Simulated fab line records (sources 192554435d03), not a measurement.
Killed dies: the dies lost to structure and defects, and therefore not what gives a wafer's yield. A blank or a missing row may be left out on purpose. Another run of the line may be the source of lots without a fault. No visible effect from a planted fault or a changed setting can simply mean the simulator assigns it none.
Which tool did it?    flow n5-finfet    Sampling: 11 lots, 31 wafers, 2 of 1938 route steps

## WHAT THE GAUGES READ, wafer by wafer
N5_MIM_TOP_LITHO_OVL_MEAS_11.
lot   measured      on          MIM_TOP_OVL (nm)
L598  day 11 22:59  overlay-02  3 3 1
L600  day 12 12:51  overlay-01  3 7 4
L604  day 13 11:54  overlay-01  -2 -1 -1
L606  day 14 00:05  overlay-02  4 6 -4
L605  day 14 01:44  overlay-02  0 4 4
L608  day 14 17:31  overlay-01  3 0 4
L609  day 15 06:07  overlay-01  4 6 3
L613  day 16 04:50  overlay-02  5 7 1
L615  day 16 17:53  overlay-01  2 -4 1
L616  day 16 18:43  overlay-02  -2 -7
L617  day 17 00:05  overlay-01  5 -7

## TOOL THAT RAN EACH LOT (tool first, then ch and the chambers of the sampled wafers, then the start)
lot   N5_PASSIVATION_PECVD_00
L598  pecvd-04 ch 0,1,2, day 11 19:45
L600  pecvd-03 ch 0,2, day 12 10:06
L604  pecvd-03 ch 1,2, day 13 08:09
L606  pecvd-01 ch 0,1,2, day 13 21:46
L605  pecvd-03 ch 0,1,2, day 13 22:13
L608  pecvd-01 ch 0,1,2, day 14 15:15
L609  pecvd-01 ch 0,2, day 15 03:35
L613  pecvd-04 ch 1,2, day 16 03:11
L615  pecvd-04 ch 1,2, day 16 13:03
L616  pecvd-03 ch 1,2, day 16 14:29
L617  pecvd-03 ch 0,1, day 16 21:28
- N5_PASSIVATION_PECVD_00: deposits SiO2 from SiH4/N2O, target thk 200 nm, time 11.2 s.

## THE ANSWER, worked out from the rows above alone
Rule: the lots themselves supply what counts as usual. The widest of any qualifying gaps counts: lots, ordered by their means at a reading, are off when they make up no more than a third of the lots, leave a main group of 4 or more, and stand apart from it by 3 or more times the standard deviation of that group's means. Not used: any main group whose means are identical at the precision the tables above print for the reading. A lot without any number at a reading at which 4 lots or more have one is off too. The other lots that the step has rows for count as sound.
No lot is off at any reading shown: from this, nothing can be told.

## WHAT WAS PUT IN BY THE SIMULATOR
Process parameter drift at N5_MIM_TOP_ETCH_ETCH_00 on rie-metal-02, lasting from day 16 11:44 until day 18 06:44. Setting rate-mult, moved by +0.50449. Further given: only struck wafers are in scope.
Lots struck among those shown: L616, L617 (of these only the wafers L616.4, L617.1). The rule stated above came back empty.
